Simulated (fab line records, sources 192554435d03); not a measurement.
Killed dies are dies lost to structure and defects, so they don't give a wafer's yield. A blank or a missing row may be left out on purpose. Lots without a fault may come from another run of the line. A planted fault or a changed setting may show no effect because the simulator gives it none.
A struck lot beside a sound one | flow n5_finfet | 16 steps out of a route of 1938
Sound: wafers L778.3, L778.4, L778.6. Struck: wafers L783.2, L783.3, L783.5. The cause comes at the end.
At each step with rows: each side's tool, then ch and its chambers, then its first start. Under that, the readings that differ: sound wafers | struck wafers | difference of the means | sigmas: that difference in standard deviations of wafers without a fault.
alike: readings whose means differ by less than 2 such deviations, and words and numbers that are the same on both sides. not compared: withheld readings, readings that some wafer has no value for, bounds like >300 that may hide the same value, and numbers for which the record gives no deviation and whose values overlap.
The two part at a step that has a row with sigmas, a row that says differs or no value, or rows on one side only. Numbers that don't overlap but have no deviation are shown without sigmas and don't part them. A reading that every wafer of one side lacks parts them only if that side has two wafers or more.

N5_BEOL_M2_SPUTTER_86: material Cu, target thk 4.5 nm, time 8.29 s.
  sound on pvd_sputter-03, day 9 19:27; struck on pvd_sputter-03, day 10 22:40
  alike: throttle_valve_pct
then, 2 steps without rows for these wafers: N5_BEOL_M2_ANNEAL_87 (time 240 s); N5_BEOL_M2_SPUTTER_88 (material Cu, target thk 4.5 nm, time 8.29 s).
N5_BEOL_M2_ANNEAL_89: time 240 s.
  sound on pvd_sputter-03, day 9 19:45; struck on pvd_sputter-03, day 10 22:58
  alike: heater_power_w
then, 1 step without rows for these wafers: N5_BEOL_M2_SPUTTER_90 (material Cu, target thk 4.5 nm, time 8.29 s).
N5_BEOL_M2_ANNEAL_91: time 240 s.
  sound on pvd_sputter-03, day 9 19:58; struck on pvd_sputter-03, day 10 23:11
  alike: heater_power_w
then, 1 step without rows for these wafers: N5_BEOL_M2_SPUTTER_92 (material Cu, target thk 4.5 nm, time 8.29 s).
N5_BEOL_M2_ANNEAL_93: time 240 s.
  sound on pvd_sputter-03, day 9 20:11; struck on pvd_sputter-03, day 10 23:25
  alike: heater_power_w
N5_BEOL_M2_SPUTTER_94: material Cu, target thk 4.5 nm, time 8.29 s.
  sound on pvd_sputter-03, day 9 20:20; struck on pvd_sputter-03, day 10 23:33
  alike: throttle_valve_pct
then, 3 steps without rows for these wafers: N5_BEOL_M2_ANNEAL_95 (time 240 s); N5_BEOL_M2_SPUTTER_96 (material Cu, target thk 4.5 nm, time 8.29 s); N5_BEOL_M2_ECD_50 (material Cu, target thk 300 nm).
N5_BEOL_M2_ANNEAL_51: time 90 s.
  sound on rtp_anneal-02 ch 0, day 9 20:59; struck on rtp_anneal-02 ch 0, day 11 00:01
  reading          | sound                | struck               | difference | sigmas
  wafer_temp_C_max | 225.47 225.64 225.55 | 223.61 222.96 223.59 | -2.17      | -11
then, 1 step without rows for these wafers: N5_BEOL_M2_CMP_52 (polishes, stops on SiOC, t overpolish 6.8 s, target thk 40 nm).
-- the record jumps here: 3 days lie between the struck wafers' starts before and after (it left off in module BEOL_M2 and takes up again in module BEOL_M4, whose first step shown is number 1111 of the route) --
N5_BEOL_M4_RC_MEAS_101:
  sound on prober-01 ch 0, day 11 04:14; struck on prober-01 ch 0, day 13 22:49
  alike: DIBL_N, DIBL_P, IOFF_N, IOFF_P, ION_N, ION_P, SS_N, SS_P, VT_N, VT_P
N5_PASSIVATION_PROBE_49:
  the record has rows for the sound wafers here (prober-01, day 15 20:54) and none for the struck ones

WHERE THEY PART
First at N5_BEOL_M2_ANNEAL_51; last, within this record, at N5_PASSIVATION_PROBE_49.

WHY: what the simulator had put in
Process parameter drift: rtp_anneal-02, from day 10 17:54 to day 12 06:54, at N5_BEOL_M2_ANNEAL_51. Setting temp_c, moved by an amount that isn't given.
